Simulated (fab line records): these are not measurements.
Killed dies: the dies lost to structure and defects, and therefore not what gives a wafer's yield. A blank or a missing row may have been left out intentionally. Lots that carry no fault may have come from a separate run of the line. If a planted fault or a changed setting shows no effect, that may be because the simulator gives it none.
The tool behind it: which one? :: flow n5Finfet :: 24 lots, 72 wafers sampled, at 6 steps of a route of 1938

## WHAT THE GAUGES READ, wafer by wafer
The record lacks any reading of a measuring or inspecting step that a usual standard deviation could be used to judge.

## WHICH TOOL RAN EACH LOT (tool, then ch and the chambers of the sampled wafers, then the start)
lot: L074
N5_BEOL_M1_SPUTTER_96: pvdSputter-02, day 6 16:31
N5_BEOL_M1_ANNEAL_51: rtpAnneal-02 ch 0, day 6 16:45
N5_BEOL_M2_HM_DEP_02: pvdSputter-02, day 6 18:26
N5_BEOL_M2_ETCH_63: rieDiel-03 ch 2,3, day 6 19:03
N5_BEOL_M2_SPUTTER_81: pvdSputter-03, day 6 22:37
N5_BEOL_M2_ANNEAL_91: pvdSputter-03, day 6 23:21

lot: L075
N5_BEOL_M1_SPUTTER_96: pvdSputter-03, day 6 20:23
N5_BEOL_M1_ANNEAL_51: rtpAnneal-02 ch 0, day 6 20:38
N5_BEOL_M2_HM_DEP_02: pvdSputter-01, day 6 22:47
N5_BEOL_M2_ETCH_63: rieDiel-01 ch 0,1, day 6 23:34
N5_BEOL_M2_SPUTTER_81: pvdSputter-01, day 7 03:47
N5_BEOL_M2_ANNEAL_91: pvdSputter-01, day 7 04:31

lot: L076
N5_BEOL_M1_SPUTTER_96: pvdSputter-01, day 6 22:31
N5_BEOL_M1_ANNEAL_51: rtpAnneal-01 ch 0, day 6 22:43
N5_BEOL_M2_HM_DEP_02: pvdSputter-02, day 7 00:05
N5_BEOL_M2_ETCH_63: rieDiel-03 ch 0,1,2, day 7 00:57
N5_BEOL_M2_SPUTTER_81: pvdSputter-03, day 7 07:35
N5_BEOL_M2_ANNEAL_91: pvdSputter-03, day 7 08:20

lot: L077
N5_BEOL_M1_SPUTTER_96: pvdSputter-03, day 7 10:47
N5_BEOL_M1_ANNEAL_51: rtpAnneal-01 ch 0, day 7 10:59
N5_BEOL_M2_HM_DEP_02: pvdSputter-03, day 7 12:32
N5_BEOL_M2_ETCH_63: rieDiel-03 ch 0,1,2, day 7 13:19
N5_BEOL_M2_SPUTTER_81: pvdSputter-02, day 7 22:07
N5_BEOL_M2_ANNEAL_91: pvdSputter-02, day 7 22:52

lot: L078
N5_BEOL_M1_SPUTTER_96: pvdSputter-02, day 7 11:52
N5_BEOL_M1_ANNEAL_51: rtpAnneal-01 ch 0, day 7 12:04
N5_BEOL_M2_HM_DEP_02: pvdSputter-03, day 7 15:21
N5_BEOL_M2_ETCH_63: rieDiel-01 ch 0,2,3, day 7 15:55
N5_BEOL_M2_SPUTTER_81: pvdSputter-03, day 8 04:43
N5_BEOL_M2_ANNEAL_91: pvdSputter-03, day 8 05:28

lot: L080
N5_BEOL_M1_SPUTTER_96: pvdSputter-02, day 8 07:35
N5_BEOL_M1_ANNEAL_51: rtpAnneal-01 ch 0, day 8 07:49
N5_BEOL_M2_HM_DEP_02: pvdSputter-03, day 8 09:25
N5_BEOL_M2_ETCH_63: rieDiel-04 ch 0,3, day 8 10:07
N5_BEOL_M2_SPUTTER_81: pvdSputter-01, day 8 17:06
N5_BEOL_M2_ANNEAL_91: pvdSputter-01, day 8 17:50

lot: L079
N5_BEOL_M1_SPUTTER_96: pvdSputter-01, day 8 08:28
N5_BEOL_M1_ANNEAL_51: rtpAnneal-02 ch 0, day 8 08:43
N5_BEOL_M2_HM_DEP_02: pvdSputter-02, day 8 09:59
N5_BEOL_M2_ETCH_63: rieDiel-01 ch 1,2,3, day 8 10:50
N5_BEOL_M2_SPUTTER_81: pvdSputter-01, day 8 19:41
N5_BEOL_M2_ANNEAL_91: pvdSputter-01, day 8 20:32

lot: L082
N5_BEOL_M1_SPUTTER_96: pvdSputter-03, day 8 11:56
N5_BEOL_M1_ANNEAL_51: rtpAnneal-01 ch 0, day 8 12:08
N5_BEOL_M2_HM_DEP_02: pvdSputter-02, day 8 15:08
N5_BEOL_M2_ETCH_63: rieDiel-04 ch 0,3, day 8 15:49
N5_BEOL_M2_SPUTTER_81: pvdSputter-03, day 8 23:02
N5_BEOL_M2_ANNEAL_91: pvdSputter-03, day 8 23:46

lot: L081
N5_BEOL_M1_SPUTTER_96: pvdSputter-02, day 8 12:04
N5_BEOL_M1_ANNEAL_51: rtpAnneal-02 ch 0, day 8 12:16
N5_BEOL_M2_HM_DEP_02: pvdSputter-01, day 8 15:41
N5_BEOL_M2_ETCH_63: rieDiel-04 ch 1,3, day 8 16:15
N5_BEOL_M2_SPUTTER_81: pvdSputter-02, day 9 01:43
N5_BEOL_M2_ANNEAL_91: pvdSputter-02, day 9 02:28

lot: L083
N5_BEOL_M1_SPUTTER_96: pvdSputter-01, day 8 14:49
N5_BEOL_M1_ANNEAL_51: rtpAnneal-01 ch 0, day 8 15:01
N5_BEOL_M2_HM_DEP_02: pvdSputter-03, day 8 17:53
N5_BEOL_M2_ETCH_63: rieDiel-03 ch 0,1,3, day 8 18:28
N5_BEOL_M2_SPUTTER_81: pvdSputter-03, day 9 03:27
N5_BEOL_M2_ANNEAL_91: pvdSputter-03, day 9 04:11

lot: L084
N5_BEOL_M1_SPUTTER_96: pvdSputter-01, day 8 23:13
N5_BEOL_M1_ANNEAL_51: rtpAnneal-02 ch 0, day 8 23:25
N5_BEOL_M2_HM_DEP_02: pvdSputter-01, day 9 00:54
N5_BEOL_M2_ETCH_63: rieDiel-03 ch 1,2,3, day 9 01:40
N5_BEOL_M2_SPUTTER_81: pvdSputter-01, day 9 07:41
N5_BEOL_M2_ANNEAL_91: pvdSputter-01, day 9 08:25

lot: L085
N5_BEOL_M1_SPUTTER_96: pvdSputter-02, day 9 16:12
N5_BEOL_M1_ANNEAL_51: rtpAnneal-02 ch 0, day 9 16:29
N5_BEOL_M2_HM_DEP_02: pvdSputter-03, day 9 17:32
N5_BEOL_M2_ETCH_63: rieDiel-03 ch 0,1,2, day 9 18:07
N5_BEOL_M2_SPUTTER_81: pvdSputter-02, day 9 21:22
N5_BEOL_M2_ANNEAL_91: pvdSputter-02, day 9 22:06

lot: L087
N5_BEOL_M1_SPUTTER_96: pvdSputter-01, day 9 19:52
N5_BEOL_M1_ANNEAL_51: rtpAnneal-01 ch 0, day 9 20:10
N5_BEOL_M2_HM_DEP_02: pvdSputter-02, day 9 22:52
N5_BEOL_M2_ETCH_63: rieDiel-03 ch 0,3, day 9 23:26
N5_BEOL_M2_SPUTTER_81: pvdSputter-01, day 10 09:53
N5_BEOL_M2_ANNEAL_91: pvdSputter-01, day 10 10:38

lot: L086
N5_BEOL_M1_SPUTTER_96: pvdSputter-03, day 10 05:11
N5_BEOL_M1_ANNEAL_51: rtpAnneal-02 ch 0, day 10 05:28
N5_BEOL_M2_HM_DEP_02: pvdSputter-02, day 10 08:41
N5_BEOL_M2_ETCH_63: rieDiel-01 ch 1,2,3, day 10 09:25
N5_BEOL_M2_SPUTTER_81: pvdSputter-02, day 10 14:08
N5_BEOL_M2_ANNEAL_91: pvdSputter-02, day 10 14:52

lot: L088
N5_BEOL_M1_SPUTTER_96: pvdSputter-02, day 10 05:39
N5_BEOL_M1_ANNEAL_51: rtpAnneal-02 ch 0, day 10 06:04
N5_BEOL_M2_HM_DEP_02: pvdSputter-02, day 10 08:47
N5_BEOL_M2_ETCH_63: rieDiel-01 ch 0,2, day 10 09:39
N5_BEOL_M2_SPUTTER_81: pvdSputter-01, day 10 15:15
N5_BEOL_M2_ANNEAL_91: pvdSputter-01, day 10 15:59

lot: L089
N5_BEOL_M1_SPUTTER_96: pvdSputter-03, day 10 07:58
N5_BEOL_M1_ANNEAL_51: rtpAnneal-02 ch 0, day 10 08:13
N5_BEOL_M2_HM_DEP_02: pvdSputter-01, day 10 09:17
N5_BEOL_M2_ETCH_63: rieDiel-01 ch 2,3, day 10 09:59
N5_BEOL_M2_SPUTTER_81: pvdSputter-01, day 10 21:47
N5_BEOL_M2_ANNEAL_91: pvdSputter-01, day 10 22:32

lot: L090
N5_BEOL_M1_SPUTTER_96: pvdSputter-02, day 10 13:32
N5_BEOL_M1_ANNEAL_51: rtpAnneal-02 ch 0, day 10 13:46
N5_BEOL_M2_HM_DEP_02: pvdSputter-02, day 10 15:39
N5_BEOL_M2_ETCH_63: rieDiel-03 ch 1,2,3, day 10 16:17
N5_BEOL_M2_SPUTTER_81: pvdSputter-02, day 11 01:40
N5_BEOL_M2_ANNEAL_91: pvdSputter-02, day 11 02:24

lot: L091
N5_BEOL_M1_SPUTTER_96: pvdSputter-02, day 10 18:20
N5_BEOL_M1_ANNEAL_51: rtpAnneal-01 ch 0, day 10 18:32
N5_BEOL_M2_HM_DEP_02: pvdSputter-02, day 10 20:16
N5_BEOL_M2_ETCH_63: rieDiel-03 ch 0,1,2, day 10 21:00
N5_BEOL_M2_SPUTTER_81: pvdSputter-02, day 11 05:58
N5_BEOL_M2_ANNEAL_91: pvdSputter-02, day 11 06:43

lot: L092
N5_BEOL_M1_SPUTTER_96: pvdSputter-01, day 11 01:47
N5_BEOL_M1_ANNEAL_51: rtpAnneal-02 ch 0, day 11 02:03
N5_BEOL_M2_HM_DEP_02: pvdSputter-01, day 11 03:49
N5_BEOL_M2_ETCH_63: rieDiel-04 ch 0,1, day 11 04:31
N5_BEOL_M2_SPUTTER_81: pvdSputter-01, day 11 10:42
N5_BEOL_M2_ANNEAL_91: pvdSputter-01, day 11 11:26

lot: L093
N5_BEOL_M1_SPUTTER_96: pvdSputter-03, day 11 07:12
N5_BEOL_M1_ANNEAL_51: rtpAnneal-01 ch 0, day 11 07:26
N5_BEOL_M2_HM_DEP_02: pvdSputter-03, day 11 08:28
N5_BEOL_M2_ETCH_63: rieDiel-01 ch 1,2,3, day 11 09:10
N5_BEOL_M2_SPUTTER_81: pvdSputter-01, day 11 16:56
N5_BEOL_M2_ANNEAL_91: pvdSputter-01, day 11 17:40

lot: L094
N5_BEOL_M1_SPUTTER_96: pvdSputter-01, day 11 10:11
N5_BEOL_M1_ANNEAL_51: rtpAnneal-01 ch 0, day 11 10:23
N5_BEOL_M2_HM_DEP_02: pvdSputter-03, day 11 11:27
N5_BEOL_M2_ETCH_63: rieDiel-03 ch 0,1,2, day 11 12:02
N5_BEOL_M2_SPUTTER_81: pvdSputter-03, day 11 19:55
N5_BEOL_M2_ANNEAL_91: pvdSputter-03, day 11 20:40

lot: L095
N5_BEOL_M1_SPUTTER_96: pvdSputter-02, day 11 13:22
N5_BEOL_M1_ANNEAL_51: rtpAnneal-02 ch 0, day 11 13:34
N5_BEOL_M2_HM_DEP_02: pvdSputter-01, day 11 15:28
N5_BEOL_M2_ETCH_63: rieDiel-03 ch 1,2,3, day 11 16:04
N5_BEOL_M2_SPUTTER_81: pvdSputter-01, day 12 00:44
N5_BEOL_M2_ANNEAL_91: pvdSputter-01, day 12 01:28

lot: L096
N5_BEOL_M1_SPUTTER_96: pvdSputter-02, day 11 18:01
N5_BEOL_M1_ANNEAL_51: rtpAnneal-02 ch 0, day 11 18:16
N5_BEOL_M2_HM_DEP_02: pvdSputter-01, day 11 22:09
N5_BEOL_M2_ETCH_63: rieDiel-03 ch 0,2,3, day 11 23:03
N5_BEOL_M2_SPUTTER_81: pvdSputter-01, day 12 05:29
N5_BEOL_M2_ANNEAL_91: pvdSputter-01, day 12 06:13

lot: L097
N5_BEOL_M1_SPUTTER_96: pvdSputter-01, day 12 16:10
N5_BEOL_M1_ANNEAL_51: rtpAnneal-02 ch 0, day 12 16:27
N5_BEOL_M2_HM_DEP_02: pvdSputter-02, day 12 21:20
N5_BEOL_M2_ETCH_63: rieDiel-04 ch 0,1,3, day 12 22:02
N5_BEOL_M2_SPUTTER_81: pvdSputter-02, day 13 02:56
N5_BEOL_M2_ANNEAL_91: pvdSputter-02, day 13 03:40
- N5_BEOL_M1_SPUTTER_96: material Cu, target thk 4.5 nm, time 8.29 s.
- N5_BEOL_M1_ANNEAL_51: time 90 s.
- N5_BEOL_M2_HM_DEP_02: deposits TiN, target thk 20 nm.
- N5_BEOL_M2_ETCH_63: etches SiARC in CF4, target depth 15.6 nm, time 26 s.
- N5_BEOL_M2_SPUTTER_81: material Cu, target thk 4.5 nm, time 8.29 s.
- N5_BEOL_M2_ANNEAL_91: time 240 s.

## WHAT THE TOOLS THEMSELVES READ (means of the sampled wafers that have a number; where no wafer has one, the mark that the record gives instead)
N5_BEOL_M1_SPUTTER_96. Usual: throttleValvePct at 30.5 %, with a standard deviation of 0.94.
lot: L074
tool: pvdSputter-02
throttleValvePct (%): 30.4
flag: 

lot: L075
tool: pvdSputter-03
throttleValvePct (%): 30.3
flag: 

lot: L076
tool: pvdSputter-01
throttleValvePct (%): 30.2
flag: 

lot: L077
tool: pvdSputter-03
throttleValvePct (%): 30.2
flag: 

lot: L078
tool: pvdSputter-02
throttleValvePct (%): 30.4
flag: 

lot: L080
tool: pvdSputter-02
throttleValvePct (%): 31.0
flag: 

lot: L079
tool: pvdSputter-01
throttleValvePct (%): 30.5
flag: 

lot: L082
tool: pvdSputter-03
throttleValvePct (%): 30.5
flag: 

lot: L081
tool: pvdSputter-02
throttleValvePct (%): 30.5
flag: 

lot: L083
tool: pvdSputter-01
throttleValvePct (%): 30.3
flag: 

lot: L084
tool: pvdSputter-01
throttleValvePct (%): 30.2
flag: 

lot: L085
tool: pvdSputter-02
throttleValvePct (%): 31.5
flag: 

lot: L087
tool: pvdSputter-01
throttleValvePct (%): 30.4
flag: 

lot: L086
tool: pvdSputter-03
throttleValvePct (%): 30.5
flag: 

lot: L088
tool: pvdSputter-02
throttleValvePct (%): 30.5
flag: 

lot: L089
tool: pvdSputter-03
throttleValvePct (%): 30.1
flag: 

lot: L090
tool: pvdSputter-02
throttleValvePct (%): 30.4
flag: 

lot: L091
tool: pvdSputter-02
throttleValvePct (%): 31.4
flag: 

lot: L092
tool: pvdSputter-01
throttleValvePct (%): 30.4
flag: 

lot: L093
tool: pvdSputter-03
throttleValvePct (%): 30.6
flag: 

lot: L094
tool: pvdSputter-01
throttleValvePct (%): 30.3
flag: 

lot: L095
tool: pvdSputter-02
throttleValvePct (%): 29.8
flag: 

lot: L096
tool: pvdSputter-02
throttleValvePct (%): 30.5
flag: 

lot: L097
tool: pvdSputter-01
throttleValvePct (%): 30.4
flag: 

N5_BEOL_M1_ANNEAL_51. Usual: wafer_temp_C_max at 226.4, with a standard deviation of 0.3.
lot: L074
tool: rtpAnneal-02
wafer_temp_C_max: 226.4
flag: 

lot: L075
tool: rtpAnneal-02
wafer_temp_C_max: 226.0
flag: 

lot: L076
tool: rtpAnneal-01
wafer_temp_C_max: 226.5
flag: 

lot: L077
tool: rtpAnneal-01
wafer_temp_C_max: 226.8
flag: 

lot: L078
tool: rtpAnneal-01
wafer_temp_C_max: 226.6
flag: 

lot: L080
tool: rtpAnneal-01
wafer_temp_C_max: 226.6
flag: 

lot: L079
tool: rtpAnneal-02
wafer_temp_C_max: 226.2
flag: 

lot: L082
tool: rtpAnneal-01
wafer_temp_C_max: 226.7
flag: 

lot: L081
tool: rtpAnneal-02
wafer_temp_C_max: 226.7
flag: 

lot: L083
tool: rtpAnneal-01
wafer_temp_C_max: 226.2
flag: 

lot: L084
tool: rtpAnneal-02
wafer_temp_C_max: 226.3
flag: 

lot: L085
tool: rtpAnneal-02
wafer_temp_C_max: 226.3
flag: 

lot: L087
tool: rtpAnneal-01
wafer_temp_C_max: 225.9
flag: 

lot: L086
tool: rtpAnneal-02
wafer_temp_C_max: 226.4
flag: 

lot: L088
tool: rtpAnneal-02
wafer_temp_C_max: 227.0
flag: 

lot: L089
tool: rtpAnneal-02
wafer_temp_C_max: 226.5
flag: 

lot: L090
tool: rtpAnneal-02
wafer_temp_C_max: 226.3
flag: 

lot: L091
tool: rtpAnneal-01
wafer_temp_C_max: 226.3
flag: 

lot: L092
tool: rtpAnneal-02
wafer_temp_C_max: 226.7
flag: 

lot: L093
tool: rtpAnneal-01
wafer_temp_C_max: 226.4
flag: 

lot: L094
tool: rtpAnneal-01
wafer_temp_C_max: 226.3
flag: 

lot: L095
tool: rtpAnneal-02
wafer_temp_C_max: 226.2
flag: 

lot: L096
tool: rtpAnneal-02
wafer_temp_C_max: 226.5
flag: 

lot: L097
tool: rtpAnneal-02
wafer_temp_C_max: 226.5
flag: 

N5_BEOL_M2_HM_DEP_02. Usual: throttleValvePct at 30.5 %, with a standard deviation of 0.99.
lot: L074
tool: pvdSputter-02
throttleValvePct (%): 30.8
flag: 

lot: L075
tool: pvdSputter-01
throttleValvePct (%): 30.0
flag: 

lot: L076
tool: pvdSputter-02
throttleValvePct (%): 32.0
flag: 

lot: L077
tool: pvdSputter-03
throttleValvePct (%): 30.8
flag: 

lot: L078
tool: pvdSputter-03
throttleValvePct (%): 30.3
flag: 

lot: L080
tool: pvdSputter-03
throttleValvePct (%): 30.6
flag: 

lot: L079
tool: pvdSputter-02
throttleValvePct (%): 30.9
flag: 

lot: L082
tool: pvdSputter-02
throttleValvePct (%): 30.5
flag: 

lot: L081
tool: pvdSputter-01
throttleValvePct (%): 30.7
flag: 

lot: L083
tool: pvdSputter-03
throttleValvePct (%): 30.3
flag: 

lot: L084
tool: pvdSputter-01
throttleValvePct (%): 30.3
flag: 

lot: L085
tool: pvdSputter-03
throttleValvePct (%): 30.6
flag: 

lot: L087
tool: pvdSputter-02
throttleValvePct (%): 30.5
flag: 

lot: L086
tool: pvdSputter-02
throttleValvePct (%): 31.5
flag: 

lot: L088
tool: pvdSputter-02
throttleValvePct (%): 31.0
flag: 

lot: L089
tool: pvdSputter-01
throttleValvePct (%): 30.6
flag: 

lot: L090
tool: pvdSputter-02
throttleValvePct (%): 30.9
flag: 

lot: L091
tool: pvdSputter-02
throttleValvePct (%): 29.3
flag: 

lot: L092
tool: pvdSputter-01
throttleValvePct (%): 30.4
flag: 

lot: L093
tool: pvdSputter-03
throttleValvePct (%): 30.8
flag: 

lot: L094
tool: pvdSputter-03
throttleValvePct (%): 30.1
flag: 

lot: L095
tool: pvdSputter-01
throttleValvePct (%): 30.0
flag: 

lot: L096
tool: pvdSputter-01
throttleValvePct (%): 30.8
flag: 

lot: L097
tool: pvdSputter-02
throttleValvePct (%): 31.0
flag: 

N5_BEOL_M2_ETCH_63. Usual: cf4FlowSccm 100.0 sccm (standard deviation 0.31); drypumpMotorCurrentA 5.6 A (standard deviation 0.42); etchRfOnTimeS 25.7 s (standard deviation 0.58); oesProductAu 0.69 a.u. (standard deviation 0.082); rfVppV 184.0 V (standard deviation 0.95); showerheadPlenumPTorr 2.13 Torr (standard deviation 0.049); throttleValvePct 15.52 % (standard deviation 0.3).
lot: L074
tool: rieDiel-03
cf4FlowSccm (sccm): 100.1
drypumpMotorCurrentA (A): 5.5
etchRfOnTimeS (s): 25.5
oesProductAu (a.u.): 0.67
rfVppV (V): 184.1
showerheadPlenumPTorr (Torr): 2.12
throttleValvePct (%): 15.67
flag: 

lot: L075
tool: rieDiel-01
cf4FlowSccm (sccm): 100.0
drypumpMotorCurrentA (A): 5.7
etchRfOnTimeS (s): 25.5
oesProductAu (a.u.): 0.70
rfVppV (V): 184.3
showerheadPlenumPTorr (Torr): 2.14
throttleValvePct (%): 15.29
flag: 

lot: L076
tool: rieDiel-03
cf4FlowSccm (sccm): 100.2
drypumpMotorCurrentA (A): 5.7
etchRfOnTimeS (s): 25.1
oesProductAu (a.u.): 0.76
rfVppV (V): 184.1
showerheadPlenumPTorr (Torr): 2.16
throttleValvePct (%): 15.39
flag: 

lot: L077
tool: rieDiel-03
cf4FlowSccm (sccm): 99.9
drypumpMotorCurrentA (A): 5.7
etchRfOnTimeS (s): 25.3
oesProductAu (a.u.): 0.75
rfVppV (V): 185.1
showerheadPlenumPTorr (Torr): 2.16
throttleValvePct (%): 15.40
flag: 

lot: L078
tool: rieDiel-01
cf4FlowSccm (sccm): 99.8
drypumpMotorCurrentA (A): 5.6
etchRfOnTimeS (s): 25.3
oesProductAu (a.u.): 0.70
rfVppV (V): 184.6
showerheadPlenumPTorr (Torr): 2.13
throttleValvePct (%): 15.57
flag: 

lot: L080
tool: rieDiel-04
cf4FlowSccm (sccm): 100.1
drypumpMotorCurrentA (A): 5.3
etchRfOnTimeS (s): 26.6
oesProductAu (a.u.): 0.63
rfVppV (V): 183.4
showerheadPlenumPTorr (Torr): 2.07
throttleValvePct (%): 15.69
flag: 

lot: L079
tool: rieDiel-01
cf4FlowSccm (sccm): 99.9
drypumpMotorCurrentA (A): 5.6
etchRfOnTimeS (s): 25.3
oesProductAu (a.u.): 0.72
rfVppV (V): 184.9
showerheadPlenumPTorr (Torr): 2.17
throttleValvePct (%): 15.38
flag: 

lot: L082
tool: rieDiel-04
cf4FlowSccm (sccm): 100.2
drypumpMotorCurrentA (A): 5.7
etchRfOnTimeS (s): 26.0
oesProductAu (a.u.): 0.62
rfVppV (V): 183.8
showerheadPlenumPTorr (Torr): 2.09
throttleValvePct (%): 15.70
flag: 

lot: L081
tool: rieDiel-04
cf4FlowSccm (sccm): 100.1
drypumpMotorCurrentA (A): 5.1
etchRfOnTimeS (s): 26.6
oesProductAu (a.u.): 0.68
rfVppV (V): 182.9
showerheadPlenumPTorr (Torr): 2.06
throttleValvePct (%): 15.58
flag: 

lot: L083
tool: rieDiel-03
cf4FlowSccm (sccm): 100.1
drypumpMotorCurrentA (A): 5.7
etchRfOnTimeS (s): 25.9
oesProductAu (a.u.): 0.66
rfVppV (V): 183.7
showerheadPlenumPTorr (Torr): 2.13
throttleValvePct (%): 15.73
flag: 

lot: L084
tool: rieDiel-03
cf4FlowSccm (sccm): 99.8
drypumpMotorCurrentA (A): 5.4
etchRfOnTimeS (s): 25.3
oesProductAu (a.u.): 0.72
rfVppV (V): 183.4
showerheadPlenumPTorr (Torr): 2.14
throttleValvePct (%): 15.47
flag: 

lot: L085
tool: rieDiel-03
cf4FlowSccm (sccm): 99.8
drypumpMotorCurrentA (A): 5.7
etchRfOnTimeS (s): 25.5
oesProductAu (a.u.): 0.72
rfVppV (V): 184.1
showerheadPlenumPTorr (Torr): 2.16
throttleValvePct (%): 15.42
flag: 

lot: L087
tool: rieDiel-03
cf4FlowSccm (sccm): 100.2
drypumpMotorCurrentA (A): 5.7
etchRfOnTimeS (s): 25.8
oesProductAu (a.u.): 0.59
rfVppV (V): 182.9
showerheadPlenumPTorr (Torr): 2.10
throttleValvePct (%): 15.97
flag: 

lot: L086
tool: rieDiel-01
cf4FlowSccm (sccm): 99.9
drypumpMotorCurrentA (A): 5.7
etchRfOnTimeS (s): 25.8
oesProductAu (a.u.): 0.69
rfVppV (V): 184.6
showerheadPlenumPTorr (Torr): 2.17
throttleValvePct (%): 15.41
flag: 

lot: L088
tool: rieDiel-01
cf4FlowSccm (sccm): 99.9
drypumpMotorCurrentA (A): 5.9
etchRfOnTimeS (s): 25.5
oesProductAu (a.u.): 0.72
rfVppV (V): 184.4
showerheadPlenumPTorr (Torr): 2.09
throttleValvePct (%): 15.50
flag: 

lot: L089
tool: rieDiel-01
cf4FlowSccm (sccm): 100.2
drypumpMotorCurrentA (A): 5.7
etchRfOnTimeS (s): 26.1
oesProductAu (a.u.): 0.71
rfVppV (V): 183.9
showerheadPlenumPTorr (Torr): 2.15
throttleValvePct (%): 15.49
flag: 

lot: L090
tool: rieDiel-03
cf4FlowSccm (sccm): 100.4
drypumpMotorCurrentA (A): 5.4
etchRfOnTimeS (s): 25.3
oesProductAu (a.u.): 0.70
rfVppV (V): 184.3
showerheadPlenumPTorr (Torr): 2.14
throttleValvePct (%): 15.49
flag: 

lot: L091
tool: rieDiel-03
cf4FlowSccm (sccm): 100.1
drypumpMotorCurrentA (A): 5.7
etchRfOnTimeS (s): 25.8
oesProductAu (a.u.): 0.70
rfVppV (V): 183.8
showerheadPlenumPTorr (Torr): 2.15
throttleValvePct (%): 15.44
flag: 

lot: L092
tool: rieDiel-04
cf4FlowSccm (sccm): 99.9
drypumpMotorCurrentA (A): 5.8
etchRfOnTimeS (s): 25.7
oesProductAu (a.u.): 0.64
rfVppV (V): 183.4
showerheadPlenumPTorr (Torr): 2.09
throttleValvePct (%): 15.66
flag: 

lot: L093
tool: rieDiel-01
cf4FlowSccm (sccm): 99.7
drypumpMotorCurrentA (A): 5.6
etchRfOnTimeS (s): 25.7
oesProductAu (a.u.): 0.68
rfVppV (V): 184.6
showerheadPlenumPTorr (Torr): 2.16
throttleValvePct (%): 15.43
flag: 

lot: L094
tool: rieDiel-03
cf4FlowSccm (sccm): 99.9
drypumpMotorCurrentA (A): 5.7
etchRfOnTimeS (s): 25.6
oesProductAu (a.u.): 0.70
rfVppV (V): 184.0
showerheadPlenumPTorr (Torr): 2.15
throttleValvePct (%): 15.47
flag: 

lot: L095
tool: rieDiel-03
cf4FlowSccm (sccm): 100.2
drypumpMotorCurrentA (A): 5.4
etchRfOnTimeS (s): 25.4
oesProductAu (a.u.): 0.78
rfVppV (V): 184.0
showerheadPlenumPTorr (Torr): 2.14
throttleValvePct (%): 15.34
flag: 

lot: L096
tool: rieDiel-03
cf4FlowSccm (sccm): 99.9
drypumpMotorCurrentA (A): 5.8
etchRfOnTimeS (s): 25.8
oesProductAu (a.u.): 0.72
rfVppV (V): 183.7
showerheadPlenumPTorr (Torr): 2.13
throttleValvePct (%): 15.52
flag: 

lot: L097
tool: rieDiel-04
cf4FlowSccm (sccm): 100.0
drypumpMotorCurrentA (A): 5.5
etchRfOnTimeS (s): 26.4
oesProductAu (a.u.): 0.73
rfVppV (V): 184.0
showerheadPlenumPTorr (Torr): 2.07
throttleValvePct (%): 15.51
flag: 

N5_BEOL_M2_SPUTTER_81. Usual: throttleValvePct at 30.4 %, with a standard deviation of 0.82.
lot: L074
tool: pvdSputter-03
throttleValvePct (%): 30.3
flag: 

lot: L075
tool: pvdSputter-01
throttleValvePct (%): 30.4
flag: 

lot: L076
tool: pvdSputter-03
throttleValvePct (%): 30.4
flag: 

lot: L077
tool: pvdSputter-02
throttleValvePct (%): 29.5
flag: 

lot: L078
tool: pvdSputter-03
throttleValvePct (%): 30.4
flag: 

lot: L080
tool: pvdSputter-01
throttleValvePct (%): 30.4
flag: 

lot: L079
tool: pvdSputter-01
throttleValvePct (%): 30.3
flag: 

lot: L082
tool: pvdSputter-03
throttleValvePct (%): 29.9
flag: 

lot: L081
tool: pvdSputter-02
throttleValvePct (%): 29.4
flag: 

lot: L083
tool: pvdSputter-03
throttleValvePct (%): 30.2
flag: 

lot: L084
tool: pvdSputter-01
throttleValvePct (%): 30.5
flag: 

lot: L085
tool: pvdSputter-02
throttleValvePct (%): 30.5
flag: 

lot: L087
tool: pvdSputter-01
throttleValvePct (%): 29.9
flag: 

lot: L086
tool: pvdSputter-02
throttleValvePct (%): 29.8
flag: 

lot: L088
tool: pvdSputter-01
throttleValvePct (%): 30.4
flag: 

lot: L089
tool: pvdSputter-01
throttleValvePct (%): 30.2
flag: 

lot: L090
tool: pvdSputter-02
throttleValvePct (%): 30.2
flag: 

lot: L091
tool: pvdSputter-02
throttleValvePct (%): 29.3
flag: 

lot: L092
tool: pvdSputter-01
throttleValvePct (%): 29.9
flag: 

lot: L093
tool: pvdSputter-01
throttleValvePct (%): 30.1
flag: 

lot: L094
tool: pvdSputter-03
throttleValvePct (%): 30.3
flag: 

lot: L095
tool: pvdSputter-01
throttleValvePct (%): 30.5
flag: 

lot: L096
tool: pvdSputter-01
throttleValvePct (%): 30.6
flag: 

lot: L097
tool: pvdSputter-02
throttleValvePct (%): 31.0
flag: 

N5_BEOL_M2_ANNEAL_91. Usual: heaterPowerW at 806 W, with a standard deviation of 92.
lot: L074
tool: pvdSputter-03
heaterPowerW (W): 929
flag: 

lot: L075
tool: pvdSputter-01
heaterPowerW (W): 788
flag: 

lot: L076
tool: pvdSputter-03
heaterPowerW (W): 895
flag: 

lot: L077
tool: pvdSputter-02
heaterPowerW (W): 761
flag: 

lot: L078
tool: pvdSputter-03
heaterPowerW (W): 888
flag: 

lot: L080
tool: pvdSputter-01
heaterPowerW (W): 789
flag: 

lot: L079
tool: pvdSputter-01
heaterPowerW (W): 797
flag: 

lot: L082
tool: pvdSputter-03
heaterPowerW (W): 980
flag: 

lot: L081
tool: pvdSputter-02
heaterPowerW (W): 799
flag: 

lot: L083
tool: pvdSputter-03
heaterPowerW (W): 918
flag: 

lot: L084
tool: pvdSputter-01
heaterPowerW (W): 721
flag: 

lot: L085
tool: pvdSputter-02
heaterPowerW (W): 751
flag: 

lot: L087
tool: pvdSputter-01
heaterPowerW (W): 870
flag: 

lot: L086
tool: pvdSputter-02
heaterPowerW (W): 794
flag: 

lot: L088
tool: pvdSputter-01
heaterPowerW (W): 719
flag: 

lot: L089
tool: pvdSputter-01
heaterPowerW (W): 760
flag: 

lot: L090
tool: pvdSputter-02
heaterPowerW (W): 803
flag: 

lot: L091
tool: pvdSputter-02
heaterPowerW (W): 780
flag: 

lot: L092
tool: pvdSputter-01
heaterPowerW (W): 876
flag: 

lot: L093
tool: pvdSputter-01
heaterPowerW (W): 807
flag: 

lot: L094
tool: pvdSputter-03
heaterPowerW (W): 887
flag: 

lot: L095
tool: pvdSputter-01
heaterPowerW (W): 790
flag: 

lot: L096
tool: pvdSputter-01
heaterPowerW (W): 729
flag: 

lot: L097
tool: pvdSputter-02
heaterPowerW (W): 779
flag: 

## THE ANSWER, worked out from the rows above alone
Rule: lot off if the mean of its wafers having a number is beyond 3 standard deviations from the usual mean. A lot without any number at a reading at which 4 lots or more have one is off too. All remaining lots with rows at the step are treated as sound. The gauges are gone through in route order, then the tools' own readings, and for those a lot's mean is taken as printed above. At the first step where some lot is off, the reading lying furthest off is the one used; lots without a number count as furthest.
Nothing can be told from this: no lot is off at any reading shown.

## WHAT THE SIMULATOR HAD INSERTED
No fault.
